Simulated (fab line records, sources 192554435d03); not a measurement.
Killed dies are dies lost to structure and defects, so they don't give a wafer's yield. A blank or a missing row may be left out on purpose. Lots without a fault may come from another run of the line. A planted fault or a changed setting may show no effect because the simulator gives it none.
Chamber matching | flow n5_finfet | N5_HKMG_FIN_ALD_36 on ald_metal-03: 4 sister chambers
The step deposits TiN, target thk 1 nm, pulse time 1 s, purge time 3 s. 8 wafers are shown with their chamber, then 11 later ones without.

WAFERS WITH THEIR CHAMBER
wafer  | chamber | heater_power_w (W) | precursor_pulse_height_rel
L081.5 | 2       | 967                | 1.003
L086.4 | 3       | 921                | 1.027
L091.4 | 3       | 903                | 1.042
L091.6 | 0       | 879                | 1.016
L092.3 | 0       | 926                | 0.996
L092.4 | 1       | 942                | 1.045
L092.5 | 2       | 936                | 1.030
L093.1 | 1       | 926                | 0.992

WAFERS WITHOUT THEIR CHAMBER
wafer  | heater_power_w (W) | precursor_pulse_height_rel
L093.2 | 939                | 0.982
L093.5 | 895                | 0.972
L095.1 | 967                | 0.962
L095.4 | 943                | 1.005
L095.5 | 945                | 0.976
L096.1 | 935                | 1.001
L096.2 | 928                | 1.023
L096.3 | 965                | 1.010
L096.4 | 921                | 1.012
L096.5 | 949                | 0.973
L096.6 | 918                | 0.995

WHICH CHAMBER EACH WENT THROUGH
wafer  | from the rows above               | in truth
L093.2 | can't be placed: 1 or 2 or 0 or 3 | 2
L093.5 | can't be placed: 0 or 1 or 3 or 2 | 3
L095.1 | can't be placed: 2 or 1 or 0 or 3 | 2
L095.4 | can't be placed: 2 or 1 or 0 or 3 | 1
L095.5 | can't be placed: 2 or 1 or 0 or 3 | 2
L096.1 | can't be placed: 1 or 2 or 0 or 3 | 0
L096.2 | can't be placed: 1 or 3 or 2 or 0 | 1
L096.3 | can't be placed: 2 or 1 or 3      | 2
L096.4 | can't be placed: 1 or 0 or 3 or 2 | 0
L096.5 | can't be placed: 2 or 1 or 0 or 3 | 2
L096.6 | can't be placed: 0 or 1 or 3 or 2 | 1
Placed correctly: 0 of 11. Can't be placed from these rows: 11 (the true chamber is among the candidates in 11). Placed wrongly: 0.
How it was worked out, from the rows above alone: a wafer's distance from a chamber is the root of the sum, over the readings, of the square of ((its reading less the chamber's mean) divided by the reading's scatter). The wafer belongs to the nearest chamber; if the next one is less than 2 further off, it can't be placed. A chamber's mean is the mean of its shown wafers. The scatter: the root of (the sum of the squares of (reading less its chamber's mean) over the shown wafers, divided by (wafers less chambers)).
